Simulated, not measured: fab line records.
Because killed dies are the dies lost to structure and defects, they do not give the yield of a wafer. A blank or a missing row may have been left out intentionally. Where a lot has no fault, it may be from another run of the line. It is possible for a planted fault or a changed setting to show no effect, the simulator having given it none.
8D (eight disciplines) problem report, filled in by code	flow n5 finfet	the parts of the form that need people (team, actions taken, sign-off) are left out

## 1. PROBLEM STATEMENT
Wafers free of any fault read 4.36 (standard deviation 0.086) for CJ_N at N5_BEOL_M4_RC_MEAS_101, against a mean of 5.01 on 9 wafers of 3 lots. That puts it +7.6 standard deviations away from the usual mean.
The first sign was on wafer L663.2 at day 10 08:52, on prober-01. The record has a number at this step for 30 wafers belonging to 10 lots. The rule behind "out" and "out of limits": a value lying over 4 standard deviations away from the usual mean. The rest of the wafers with a number are treated as sound.

## 2. WHAT IT IS; WHAT IT IS NOT
question	is	is not
which readings at this step	CJ_N	DIBL_N, IOFF_P, ION_N, ION_P, SS_N, VT_N, VT_P
which lots	L663, L664, L666	L654, L660, L661, L665, L672, L673, L676
which wafers of those lots	all that have a number	-
read on which gauges	prober-01	prober-02
when	from day 10 08:52	up to then (6 sound wafers); but 15 sound wafers of L661, L665, L672, L673, L676 came after

## 3. SUSPECTS, AND WHAT RULES EACH OUT
Counting: a tool at a process step up to the reading stays a suspect if it ran every lot that is out and no sound lot after the first of them.
- the gauge at N5_BEOL_M4_RC_MEAS_101 has been ruled out. All the wafers that are out were read on prober-01, but those of them that N5_WELL_APT_IMPLANT_32 has rows for are out there too, on other tools.
- implanter-01 at N5_WELL_APT_IMPLANT_32: kept. It ran every lot that is out, first L663 (day 3 22:15), and no sound lot after that; its last sound lot up to then is L661 (day 3 09:16). On those wafers its own readings are out: beam energy keV.
Remaining after the count: implanter-01 at N5_WELL_APT_IMPLANT_32.

## 4. THE CAUSE (what the simulator had put in)
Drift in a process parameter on implanter-01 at N5_WELL_APT_IMPLANT_32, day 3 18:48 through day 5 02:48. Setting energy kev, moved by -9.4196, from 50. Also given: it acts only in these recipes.
The count eliminated every tool but this one.

## 5. THE CHAIN OF EFFECTS, in route order
One row per reading whose mean, taken over the struck wafers that have a number, lies over 3 standard deviations from the usual. Only readings for which the record gives a usual standard deviation are gone through. hours: the time from each lot's start at the first step in this table that gives one to its start at this step, as a median over the lots. sigmas: the change in usual standard deviations.
hours	step	reading	usual	on struck wafers	change	sigmas
0	N5_WELL_APT_IMPLANT_32	beam energy keV	49.999	40.583	-9.416	-99 or more
170	N5_BEOL_M4_RC_MEAS_101	CJ_N	4.36	5.01	+0.65	+7.6
170	N5_BEOL_M4_RC_MEAS_101	IOFF_N_LONG	5.54e-05 nA/um	6.32e-05	+7.79e-06	+3.2
170	N5_BEOL_M4_RC_MEAS_101	RS_PWELL	3012 ohm/sq	3102	+90	+4.1
Process steps it contains:
- N5_WELL_APT_IMPLANT_32

## 6. HOW IT WOULD HAVE BEEN CAUGHT EARLIER
Counted from the fault's start at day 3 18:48, it took 158 hours until the first out-of-limits reading at a measuring or inspecting step in this record, taken at day 10 08:52.
The tool's own readings at N5_WELL_APT_IMPLANT_32 were out on every struck wafer that the step has a row for (beam energy keV): an alarm limit on them would have fired on the first of those.
The start of N5_WELL_APT_IMPLANT_32 on implanter-01 came by day 10 08:52 for every one of the lots that are out (3). A hold on the tool at that time would have spared none of them.
